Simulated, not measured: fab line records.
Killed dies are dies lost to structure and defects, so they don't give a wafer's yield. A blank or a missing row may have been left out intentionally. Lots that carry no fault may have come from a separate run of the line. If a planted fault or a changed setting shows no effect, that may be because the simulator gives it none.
Which of the tools did it? | flow n5-finfet | 29 wafers from 10 lots sampled at 5 of the route's 1938 steps

== WHAT EACH GAUGE READ, for each wafer ==
N5_BEOL_M3_RS_MEAS_58: the measuring method here is four-point-probe. Usual: for M3_RS the level is 0.69 ohm/sq and the standard deviation is 0.04.
lot  | measured     | on            | M3_RS (ohm/sq) | flag
L910 | day 8 05:20  | film-metro-01 | 0.76 0.71 0.65 |
L912 | day 8 08:13  | film-metro-02 | 0.66 0.66 0.64 |
L913 | day 8 17:03  | film-metro-02 | 0.69 0.66 0.64 |
L917 | day 9 20:47  | film-metro-01 | 0.73 0.63 0.68 |
L918 | day 10 06:25 | film-metro-02 | 0.74 0.66 0.65 |
L920 | day 10 18:24 | film-metro-01 | 0.68 0.72      |
L924 | day 11 08:02 | film-metro-01 | 0.71 0.70 0.75 |
L927 | day 12 07:29 | film-metro-01 | 0.74 0.66 0.68 |
L928 | day 12 12:19 | film-metro-01 | 0.78 0.67 0.75 |
L931 | day 13 20:37 | film-metro-01 | 0.81 0.69 0.69 |

N5_BEOL_M4_THK_MEAS_01. Usual: for M4_ILD_THK the level is 78.9 nm and the standard deviation is 1.3.
lot  | measured     | on            | M4_ILD_THK (nm) | flag
L910 | day 8 05:28  | film-metro-02 | 77.6 79.5 80.9  |
L912 | day 8 08:20  | film-metro-02 | 78.7 78.1 79.9  |
L913 | day 8 17:11  | film-metro-02 | 79.8 79.6 78.5  |
L917 | day 9 20:55  | film-metro-01 | 77.1 80.3 77.5  |
L918 | day 10 06:32 | film-metro-01 | 80.0 79.1 81.6  |
L920 | day 10 18:32 | film-metro-01 | 77.6 82.2       |
L924 | day 11 08:10 | film-metro-01 | 77.7 78.8 77.4  |
L927 | day 12 07:37 | film-metro-01 | 77.8 78.8 80.2  |
L928 | day 12 12:27 | film-metro-01 | 78.7 78.9 77.0  |
L931 | day 13 20:45 | film-metro-01 | 78.2 79.1 76.8  |

N5_BEOL_M4_RC_MEAS_101. Usual: DIBL_N 35.4 mV/V, standard deviation 2.1; DIBL_P 34.8 mV/V, standard deviation 2.6; IOFF_N 0.15 nA/um, standard deviation 0.037; IOFF_P 0.19 nA/um, standard deviation 0.037; ION_N 677 uA/um, standard deviation 16; ION_P 462 uA/um, standard deviation 9.3; SS_N 71.4 mV/dec, standard deviation 0.75; SS_P 72.9 mV/dec, standard deviation 0.77; VT_N 250 mV, standard deviation 3.7; VT_P -251 mV, standard deviation 3.5.
lot  | measured     | on        | DIBL_N (mV/V)  | DIBL_P (mV/V)  | IOFF_N (nA/um) | IOFF_P (nA/um) | ION_N (uA/um) | ION_P (uA/um) | SS_N (mV/dec)  | SS_P (mV/dec)  | VT_N (mV)   | VT_P (mV)      | flag
L910 | day 8 15:54  | prober-02 | 34.8 35.0 33.1 | 32.0 32.7 30.1 | 0.13 0.14 0.11 | 0.19 0.20 0.17 | 679 682 672   | 472 478 470   | 70.9 71.0 70.0 | 72.6 72.5 72.6 | 250 249 253 | -248 -250 -251 |
L912 | day 9 06:27  | prober-02 | 34.7 31.1 35.3 | 35.4 31.0 35.7 | 0.15 0.09 0.14 | 0.18 0.13 0.19 | 697 665 679   | 463 461 464   | 70.7 70.3 71.1 | 72.6 71.1 72.5 | 249 256 249 | -256 -256 -252 |
L913 | day 9 08:56  | prober-02 | 39.0 32.9 37.2 | 37.7 31.1 35.9 | 0.24 0.12 0.20 | 0.23 0.15 0.21 | 679 672 688   | 456 463 465   | 72.0 70.8 72.7 | 74.2 72.4 73.9 | 245 255 245 | -248 -252 -248 |
L917 | day 10 10:04 | prober-01 | 35.4 33.4 37.0 | 34.8 32.0 37.2 | 0.16 0.12 0.20 | 0.21 0.17 0.26 | 662 666 682   | 463 464 465   | 71.6 71.6 73.0 | 72.6 72.0 73.6 | 246 251 245 | -248 -251 -245 |
L918 | day 10 14:34 | prober-01 | 34.5 36.8 36.8 | 34.6 37.8 36.9 | 0.13 0.15 0.16 | 0.17 0.20 0.19 | 684 669 668   | 464 453 457   | 71.4 71.6 71.8 | 72.2 73.7 73.4 | 252 251 249 | -252 -255 -253 |
L920 | day 11 11:31 | prober-02 | 34.3 32.7      | 34.2 31.6      | 0.13 0.11      | 0.17 0.14      | 660 669       | 454 457       | 71.3 70.9      | 71.9 72.1      | 251 253     | -253 -254      |
L924 | day 11 20:48 | prober-02 | 38.6 33.9 39.1 | 39.2 33.0 38.8 | 0.20 0.12 0.18 | 0.24 0.15 0.23 | 681 668 672   | 474 460 464   | 72.1 71.0 71.7 | 73.5 72.4 73.8 | 248 252 251 | -249 -255 -251 |
L927 | day 12 19:44 | prober-01 | 33.2 36.7 34.9 | 32.4 37.0 35.9 | 0.11 0.16 0.14 | 0.15 0.20 0.20 | 670 692 669   | 451 469 463   | 70.2 71.6 70.1 | 72.3 73.0 73.3 | 255 251 251 | -254 -251 -251 |
L928 | day 12 22:39 | prober-01 | 36.2 37.5 37.8 | 36.9 38.8 38.8 | 0.18 0.21 0.20 | 0.22 0.25 0.24 | 694 697 696   | 472 472 471   | 72.3 72.2 72.2 | 72.9 73.3 73.0 | 247 246 245 | -249 -249 -245 |
L931 | day 14 15:19 | prober-01 | 35.5 32.7 35.4 | 35.0 31.9 36.6 | 0.15 0.11 0.16 | 0.23 0.18 0.25 | 676 672 688   | 468 472 474   | 71.7 70.3 71.5 | 73.1 71.7 72.9 | 254 254 249 | -243 -247 -244 |

== WHICH TOOL RAN EACH LOT (tool, then ch and the chambers of the sampled wafers, then the start) ==
lot  | N5_BEOL_M4_ILD_DEP_00           | N5_BEOL_M4_HM_DEP_02
L910 | pecvd-02 ch 0,1, day 8 05:24    | pvd-sputter-03, day 8 07:03
L912 | pecvd-01 ch 0,2, day 8 08:16    | pvd-sputter-03, day 8 10:33
L913 | pecvd-02 ch 0,1,2, day 8 17:07  | pvd-sputter-03, day 8 18:46
L917 | pecvd-03 ch 1,2, day 9 20:50    | pvd-sputter-03, day 9 21:37
L918 | pecvd-02 ch 0,2, day 10 06:28   | pvd-sputter-03, day 10 07:06
L920 | pecvd-02 ch 0,1, day 10 18:28   | pvd-sputter-02, day 10 22:03
L924 | pecvd-01 ch 0,1,2, day 11 08:05 | pvd-sputter-02, day 11 10:29
L927 | pecvd-01 ch 0,2, day 12 07:33   | pvd-sputter-02, day 12 08:28
L928 | pecvd-01 ch 1,2, day 12 12:23   | pvd-sputter-02, day 12 14:57
L931 | pecvd-01 ch 0,1,2, day 13 20:41 | pvd-sputter-01, day 13 20:57
- N5_BEOL_M4_ILD_DEP_00: deposits SiOC from DEMS/O2, target thk 79 nm, time 15.3 s.
- N5_BEOL_M4_HM_DEP_02: deposits TiN, target thk 20 nm.

== AS READ BY THE TOOLS THEMSELVES (means over the sampled wafers that have a number; for cases with no such wafer, the mark the record gives instead) ==
N5_BEOL_M4_ILD_DEP_00. Usual: chamber-pressure-Torr 4.999 Torr, standard deviation 0.01; heater-power-w 491 W, standard deviation 71; showerhead-plenum-p-Torr 5.694 Torr, standard deviation 0.017; susceptor-temp-C 350.00 C, standard deviation 0.22; throttle-valve-pct 11.9 %, standard deviation 0.78.
lot  | tool     | chamber-pressure-Torr (Torr) | heater-power-w (W) | showerhead-plenum-p-Torr (Torr) | susceptor-temp-C (C) | throttle-valve-pct (%) | flag
L910 | pecvd-02 | 4.993                        | 446                | 5.707                           | 349.95               | 12.8                   |
L912 | pecvd-01 | 5.003                        | 511                | 5.694                           | 349.90               | 11.5                   |
L913 | pecvd-02 | 5.004                        | 444                | 5.710                           | 349.89               | 12.1                   |
L917 | pecvd-03 | 4.988                        | 547                | 5.691                           | 349.89               | 11.6                   |
L918 | pecvd-02 | 5.005                        | 465                | 5.704                           | 350.00               | 12.0                   |
L920 | pecvd-02 | 4.993                        | 481                | 5.711                           | 348.15               | 12.4                   | OFF
L924 | pecvd-01 | 4.994                        | 518                | 5.681                           | 349.86               | 11.4                   |
L927 | pecvd-01 | 4.992                        | 534                | 5.690                           | 349.98               | 11.0                   |
L928 | pecvd-01 | 5.002                        | 451                | 5.682                           | 349.89               | 11.2                   |
L931 | pecvd-01 | 4.994                        | 483                | 5.693                           | 349.85               | 11.5                   |

N5_BEOL_M4_HM_DEP_02. Usual: susceptor-temp-C 25.01 C, standard deviation 0.093; throttle-valve-pct 30.5 %, standard deviation 0.82.
lot  | tool           | susceptor-temp-C (C) | throttle-valve-pct (%) | flag
L910 | pvd-sputter-03 | 24.86                | 30.4                   |
L912 | pvd-sputter-03 | 24.95                | 30.1                   |
L913 | pvd-sputter-03 | 25.06                | 30.5                   |
L917 | pvd-sputter-03 | 25.00                | 29.8                   |
L918 | pvd-sputter-03 | 24.99                | 30.1                   |
L920 | pvd-sputter-02 | 24.96                | 30.4                   |
L924 | pvd-sputter-02 | 24.93                | 30.5                   |
L927 | pvd-sputter-02 | 25.05                | 30.6                   |
L928 | pvd-sputter-02 | 25.02                | 30.4                   |
L931 | pvd-sputter-01 | 24.91                | 30.8                   |

== THE ANSWER, worked out from the rows above alone ==
Rule: a lot is off if the mean of its wafers that have a number lies more than 3 standard deviations from the usual mean. A lot without any number at a reading at which 4 lots or more have one is off too. All remaining lots with rows at the step are treated as sound. After the gauges, taken in route order, come the tools' own readings; for these a lot's mean is taken, as printed above. The first step at which some lot is off is used, and at that step the reading that is off furthest; a lot without a number counts as furthest.
Off: L920, at N5_BEOL_M4_ILD_DEP_00 (susceptor-temp-C).
A tool fits if, at that step or a process step before it, it ran every lot that is off, and no sound lot after the first of them. One fits: pecvd-02 at N5_BEOL_M4_ILD_DEP_00. Its last sound lot is L918 (day 10 06:28), its first lot that is off L920 (day 10 18:28): a fault that began between those two fits.
On the lots that are off, the tool's own readings at N5_BEOL_M4_ILD_DEP_00 differ by more than 5 times the standard deviation of the sound lots' means, which bears it out; susceptor-temp-C reads 348.15 C there versus 349.91 C on the sound lots.

== WHAT WAS PUT IN BY THE SIMULATOR ==
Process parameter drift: pecvd-02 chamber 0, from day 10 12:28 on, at N5_BEOL_M4_ILD_DEP_00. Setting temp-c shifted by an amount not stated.
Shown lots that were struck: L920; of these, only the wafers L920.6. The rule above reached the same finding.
